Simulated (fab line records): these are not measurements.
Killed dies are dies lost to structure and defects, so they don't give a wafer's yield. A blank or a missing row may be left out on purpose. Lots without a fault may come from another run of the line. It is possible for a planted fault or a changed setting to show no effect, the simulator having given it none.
A lot that was struck, set against a sound lot -- flow nand harc -- 14 steps out of a route of 1302
Sound: the wafers L229.1, L229.3, L229.6. Struck: wafer L238.4. At the end, the cause is stated.
For every step that has rows: the tool of each side, followed by ch and its chambers, followed by its first start. Under that, the readings that differ: sound wafers -- struck wafers -- difference of the means -- sigmas: that difference in standard deviations of wafers without a fault.
alike: readings with means less than 2 such deviations apart, plus words and numbers identical on both sides. not compared: withheld readings, readings lacking a value on some wafer, bounds such as >300 that could conceal the same value, and numbers that have no deviation in the record and whose values overlap.
The two part at a step that has a row with sigmas, a row that says differs or no value, or rows on one side only. Numbers that have no deviation but don't overlap get no sigmas and don't part them. Lack of a reading on every wafer of one side parts them only where that side has two or more wafers.

NHARC_A_M0_INSPECT_27:
  sound on defect inspect-01, day 27 00:52; struck on defect inspect-01, day 30 17:53
  alike: raw defect count
NHARC_A_M0_PRE_CLEAN_31: time 12 s.
  sound on pecvd-04 ch 0,1,2, day 27 01:00; struck on pecvd-02 ch 1, day 30 17:59
  alike: heater power w
NHARC_A_M0_DEP_32: deposits SiCN, target thk 30 nm.
  sound on pecvd-04 ch 0,1,2, day 27 01:05; struck on pecvd-02 ch 1, day 30 18:10
  alike: heater power w, showerhead vpp V
then, 8 steps without rows for these wafers: NHARC_A_M1_DEP_00 (deposits SiOC, target thk 182.5 nm); NHARC_A_M1_DEHYDRATE_01 (time 120 s); NHARC_A_M1_HMDS_02 (time 30 s); NHARC_A_M1_COAT_34 (time 65 s); NHARC_A_M1_COAT_03 (resist thk 90 nm); NHARC_A_M1_SOFTBAKE_04 (time 55 s); NHARC_A_M1_EBR_05; NHARC_A_M1_EXPOSE_06 (exposes mask A M1, target cd 120 nm).
NHARC_A_M1_PEB_07: peb time 65 s.
  sound on litho track-06 ch 0, day 27 02:10; struck on litho track-06 ch 0, day 30 19:04
reading,sound,struck,difference,sigmas
plate temp C (C),100.05 100.24 100.09,99.45,-0.68,-6
  alike: exhaust pa
then, 1 step without rows for these wafers: NHARC_A_M1_DEVELOP_08 (develop time 35 s).
NHARC_END_SORT_01:
  sound on prober-01 ch 0, day 28 13:03; struck on prober-01 ch 0, day 32 17:32
reading,sound,struck,difference,sigmas
defect limited yield (%),95.7 96.8 95.9,89.8,-6.3,-2
killed at array,22 18 20,62,+42,+2
killed dies,29 22 28,69,+43,+2
  alike: killed at other, killed at periphery, killed open, killed short

== WHERE THEY PART ==
Earliest at NHARC_A_M1_PEB_07; latest, in this record, at NHARC_END_SORT_01.

WHY: the cause the simulator had injected
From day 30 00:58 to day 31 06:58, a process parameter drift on litho track-06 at NHARC_A_M1_PEB_07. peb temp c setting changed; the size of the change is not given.
